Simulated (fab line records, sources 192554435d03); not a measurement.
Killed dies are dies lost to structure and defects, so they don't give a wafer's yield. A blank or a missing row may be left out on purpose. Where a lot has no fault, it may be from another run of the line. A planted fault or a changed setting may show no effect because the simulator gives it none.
Chamber matching | flow n5Finfet | aldHk-03 running N5_MIM_TOP_ALD_00: 4 sister chambers
The step deposits Al2O3, purge time 3 s, co reactant pulse time 3 s. 20 wafers are shown with their chamber, then 10 later ones without.

WAFERS, EACH WITH ITS CHAMBER
wafer  | chamber | precursorPulseHeightRel
L074.1 | 1       | 1.008
L074.4 | 0       | 1.020
L074.6 | 1       | 0.967
L075.3 | 1       | 1.000
L075.4 | 3       | 1.024
L075.5 | 2       | 1.000
L078.2 | 3       | 0.979
L078.4 | 0       | 1.042
L078.6 | 3       | 1.040
L079.1 | 2       | 1.011
L079.2 | 1       | 1.010
L079.3 | 3       | 1.012
L079.4 | 0       | 1.006
L079.5 | 3       | 0.972
L079.6 | 2       | 0.983
L080.1 | 3       | 0.999
L080.3 | 2       | 1.012
L080.6 | 0       | 0.997
L086.1 | 2       | 0.997
L086.3 | 1       | 1.004

SIGNATURES (means of the wafers above)
reading                 | chamber 0 | chamber 1 | chamber 2 | chamber 3 | scatter within a chamber
precursorPulseHeightRel | 1.01625   | 0.99780   | 1.00060   | 1.00433   | 0.02
Rule: distance of a wafer from a chamber = root of the sum over the readings of ((wafer's reading minus chamber's mean) / reading's scatter) squared. The wafer belongs to the nearest chamber; if the next one is less than 2 further off, it can't be placed. The scatter: take each reading less its chamber's mean, square it, sum over the shown wafers, divide by the number of wafers less the number of chambers, and take the root.

WAFERS WHOSE CHAMBER IS MISSING
wafer  | precursorPulseHeightRel
L086.5 | 1.009
L088.2 | 1.033
L088.5 | 0.993
L088.6 | 1.013
L092.3 | 1.005
L092.5 | 1.036
L092.6 | 1.040
L095.1 | 0.987
L095.3 | 0.998
L095.4 | 1.011

WHICH CHAMBER EACH WENT THROUGH
wafer  | from the rows above               | in truth
L086.5 | can't be placed: 3 or 0 or 2 or 1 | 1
L088.2 | can't be placed: 0 or 3 or 2 or 1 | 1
L088.5 | can't be placed: 1 or 2 or 3 or 0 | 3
L088.6 | can't be placed: 0 or 3 or 2 or 1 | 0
L092.3 | can't be placed: 3 or 2 or 1 or 0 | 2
L092.5 | can't be placed: 0 or 3 or 2 or 1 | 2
L092.6 | can't be placed: 0 or 3 or 2 or 1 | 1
L095.1 | can't be placed: 1 or 2 or 3 or 0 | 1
L095.3 | can't be placed: 1 or 2 or 3 or 0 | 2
L095.4 | can't be placed: 0 or 3 or 2 or 1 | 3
Correctly placed: 0 of 10. These rows do not allow placing 10 (true chamber among the candidates in 10). Placed wrongly: 0.
